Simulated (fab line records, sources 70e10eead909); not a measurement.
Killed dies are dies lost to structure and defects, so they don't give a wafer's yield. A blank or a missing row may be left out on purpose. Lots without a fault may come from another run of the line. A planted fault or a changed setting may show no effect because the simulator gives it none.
Which tool did it? | flow nand_harc | 14 lots, 41 wafers sampled, at 5 steps of a route of 1302

WHAT THE GAUGES READ, wafer by wafer
NHARC_A_CONTACT_CD_MEAS_80.
lot  | measured     | on        | cd_nm (nm)
L848 | day 21 12:29 | cd_sem-03 | 290.1 291.6 290.4
L849 | day 22 11:52 | cd_sem-03 | 287.3 288.0 287.2
L850 | day 22 13:32 | cd_sem-03 | 289.8 288.1 288.5
L851 | day 23 18:37 | cd_sem-03 | 289.5 288.3 289.1
L852 | day 23 19:59 | cd_sem-01 | 289.2 290.4 289.8
L854 | day 24 11:44 | cd_sem-03 | 289.3 289.2 288.4
L855 | day 25 12:43 | cd_sem-02 | 288.4 288.5 289.1
L859 | day 26 17:56 | cd_sem-03 | 290.3 289.7
L861 | day 27 08:23 | cd_sem-02 | 289.8 289.9 289.8
L867 | day 29 13:46 | cd_sem-03 | 290.2 290.1 290.3
L868 | day 29 20:06 | cd_sem-01 | 288.8 288.5 288.5
L869 | day 30 13:58 | cd_sem-01 | 290.1 289.4 290.0
L870 | day 30 14:37 | cd_sem-03 | 290.9 291.5 290.4
L871 | day 31 09:43 | cd_sem-01 | 289.7 289.2 289.2

NHARC_A_CONTACT_INSPECT_10.
lot  | measured     | on                | raw_defect_count
L848 | day 21 19:25 | defect_inspect-02 | 67 53 61
L849 | day 22 15:17 | defect_inspect-01 | 60 60 56
L850 | day 22 17:05 | defect_inspect-01 | 139 148 170
L851 | day 23 23:29 | defect_inspect-02 | 31 42 16
L852 | day 24 00:53 | defect_inspect-02 | 138 143 140
L854 | day 24 18:32 | defect_inspect-01 | 115 133 136
L855 | day 25 16:22 | defect_inspect-02 | 37 25 26
L859 | day 27 00:03 | defect_inspect-01 | 32 14
L861 | day 27 12:53 | defect_inspect-02 | 75 69 72
L867 | day 29 17:17 | defect_inspect-01 | 55 56 69
L868 | day 29 23:44 | defect_inspect-01 | 126 115 120
L869 | day 30 19:06 | defect_inspect-02 | 81 81 80
L870 | day 30 20:49 | defect_inspect-01 | 74 81 74
L871 | day 31 13:08 | defect_inspect-01 | 137 120 125

NHARC_END_SORT_01.
lot  | measured     | on        | killed_at_array | killed_at_other | killed_at_periphery | killed_dies | killed_open | killed_short
L859 | day 29 04:56 | prober-02 | 28 19           | 6 5             | 1 4                 | 35 28       | 3 3         | 0 5
L861 | day 29 19:25 | prober-01 | 58 54 46        | 0 0 0           | 4 8 3               | 62 62 49    | 5 3 5       | 3 4 3
L867 | day 31 20:50 | prober-02 | 36              | 1               | 9                   | 46          | 1           | 3
L869 | day 33 05:18 | prober-02 | 52 59 56        | 1 0 0           | 2 0 3               | 55 59 59    | 2 0 6       | 3 2 4

WHICH TOOL RAN EACH LOT (tool, then ch and the chambers of the sampled wafers, then the start)
lot  | NHARC_A_CONTACT_ETCH_132             | NHARC_A_CONTACT_SOFTBAKE_03
L848 | har_cap_etch-02 ch 0,1, day 21 11:23 | litho_track-06 ch 0, day 21 18:00
L849 | har_cap_etch-03 ch 0,1, day 22 10:41 | litho_track-06 ch 0, day 22 14:00
L850 | har_cap_etch-01 ch 0,1, day 22 12:21 | litho_track-01 ch 0, day 22 16:00
L851 | har_cap_etch-02 ch 0,1, day 23 17:26 | litho_track-04 ch 0, day 23 22:00
L852 | har_cap_etch-03 ch 0, day 23 18:49   | litho_track-01 ch 0, day 24 00:00
L854 | har_cap_etch-02 ch 0,1, day 24 10:36 | litho_track-04 ch 0, day 24 17:00
L855 | har_cap_etch-01 ch 0,1, day 25 11:32 | litho_track-04 ch 0, day 25 15:00
L859 | har_cap_etch-02 ch 0, day 26 16:45   | litho_track-04 ch 0, day 26 23:00
L861 | har_cap_etch-03 ch 0,1, day 27 07:14 | litho_track-06 ch 0, day 27 12:00
L867 | har_cap_etch-02 ch 0,1, day 29 12:35 | litho_track-01 ch 0, day 29 16:00
L868 | har_cap_etch-03 ch 0,1, day 29 18:42 | litho_track-06 ch 0, day 29 23:00
L869 | har_cap_etch-01 ch 0,1, day 30 12:49 | litho_track-04 ch 0, day 30 18:00
L870 | har_cap_etch-03 ch 1, day 30 13:23   | litho_track-01 ch 0, day 30 20:00
L871 | har_cap_etch-01 ch 0,1, day 31 08:34 | litho_track-01 ch 0, day 31 12:00
- NHARC_A_CONTACT_ETCH_132: etches the open film in C4F8/O2/Ar, time 197 s, target depth 1924 nm.
- NHARC_A_CONTACT_SOFTBAKE_03: time 55 s.

WHAT THE TOOLS THEMSELVES READ (means of the sampled wafers that have a number; where no wafer has one, the mark that the record gives instead)
NHARC_A_CONTACT_SOFTBAKE_03.
lot  | tool           | heater_power_total_W (W)
L848 | litho_track-06 | 188.41
L849 | litho_track-06 | 188.45
L850 | litho_track-01 | 188.50
L851 | litho_track-04 | 188.42
L852 | litho_track-01 | 188.51
L854 | litho_track-04 | 188.53
L855 | litho_track-04 | 233.27
L859 | litho_track-04 | 255.95
L861 | litho_track-06 | 188.50
L867 | litho_track-01 | 188.36
L868 | litho_track-06 | 188.47
L869 | litho_track-04 | 188.41
L870 | litho_track-01 | 188.46
L871 | litho_track-01 | 188.48

THE ANSWER, worked out from the rows above alone
Rule: what is usual is taken from the lots themselves. Put in order of their means at a reading, lots are off if they are a third of the lots or fewer, leave a main group of 4 or more, and stand apart from it by a gap of 3 or more times the standard deviation of the main group's means; of several such gaps the widest counts. A main group whose means are all the same, to the digits that the tables above print for the reading, isn't used. A lot without any number at a reading at which 4 lots or more have one is off too. The other lots that the step has rows for count as sound. The gauges are gone through in route order, then the tools' own readings, and for those a lot's mean is taken as printed above. The first step at which some lot is off is used, and at that step the reading that is off furthest; a lot without a number counts as furthest.
Off: L855, L859, at NHARC_A_CONTACT_SOFTBAKE_03 (heater_power_total_W). The main group: mean 188.46 W, standard deviation 0.048.
A tool fits if, at that step or a process step before it, it ran every lot that is off, and no sound lot after the first of them. None of those tried fits.

WHAT THE SIMULATOR HAD PUT IN
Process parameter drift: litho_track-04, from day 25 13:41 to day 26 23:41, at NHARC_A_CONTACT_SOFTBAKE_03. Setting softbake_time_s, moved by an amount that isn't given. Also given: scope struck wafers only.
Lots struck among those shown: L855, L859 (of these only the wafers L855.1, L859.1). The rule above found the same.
